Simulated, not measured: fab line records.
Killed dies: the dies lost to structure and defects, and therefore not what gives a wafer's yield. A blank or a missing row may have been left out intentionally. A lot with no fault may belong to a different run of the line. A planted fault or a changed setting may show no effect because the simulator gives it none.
Matching of chambers + flow nand-harc + NHARC_P_M2_CMP_23 on cmp-01 has 4 sister chambers
The step polishes, t overpolish 20 s, target thk 144.3 nm. 8 wafers are shown with their chamber, then 8 later ones without.

== WAFERS, EACH WITH ITS CHAMBER ==
| wafer  | chamber | motor-current-A (A) | time-to-endpoint-s (s) |
|--------|---------|---------------------|------------------------|
| L400.1 | 0       | 12.7                | 29.4                   |
| L402.6 | 1       | 12.6                | 30.8                   |
| L403.1 | 0       | 11.6                | 31.1                   |
| L403.6 | 3       | 11.4                | 32.5                   |
| L404.1 | 1       | 12.8                | 30.6                   |
| L404.3 | 2       | 10.6                | 33.0                   |
| L404.5 | 3       | 11.5                | 29.2                   |
| L405.2 | 2       | 10.5                | 26.2                   |

== WAFERS WITH NO CHAMBER GIVEN ==
| wafer  | motor-current-A (A) | time-to-endpoint-s (s) |
|--------|---------------------|------------------------|
| L405.3 | 12.4                | 28.0                   |
| L405.6 | 12.1                | 26.7                   |
| L416.1 | 11.4                | 27.8                   |
| L416.3 | 12.1                | 29.1                   |
| L416.4 | 12.7                | 28.2                   |
| L418.1 | 13.0                | 28.4                   |
| L418.4 | 11.7                | 27.9                   |
| L418.5 | 12.7                | 27.9                   |

== EACH ONE'S CHAMBER ==
| wafer  | from the rows above               | in truth |
|--------|-----------------------------------|----------|
| L405.3 | can't be placed: 0 or 1 or 3      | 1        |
| L405.6 | can't be placed: 0 or 1 or 3      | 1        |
| L416.1 | can't be placed: 3 or 0 or 2      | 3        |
| L416.3 | can't be placed: 0 or 1 or 3      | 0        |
| L416.4 | can't be placed: 1 or 0           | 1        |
| L418.1 | can't be placed: 1 or 0           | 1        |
| L418.4 | can't be placed: 3 or 0 or 1 or 2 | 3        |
| L418.5 | can't be placed: 1 or 0           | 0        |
Placed correctly: 0 of 8. Can't be placed from these rows: 8 (the true chamber is among the candidates in 8). Placed wrongly: 0.
How it was worked out, from the rows above alone: a wafer's distance from a chamber is the root of the sum, over the readings, of the square of ((its reading less the chamber's mean) divided by the reading's scatter). The wafer belongs to the nearest chamber; if the next one is less than 2 further off, it can't be placed. A chamber's mean is the mean of its shown wafers. The scatter is the square root of a quotient: the sum, over the shown wafers, of each reading's squared deviation from its chamber's mean, divided by wafers minus chambers.
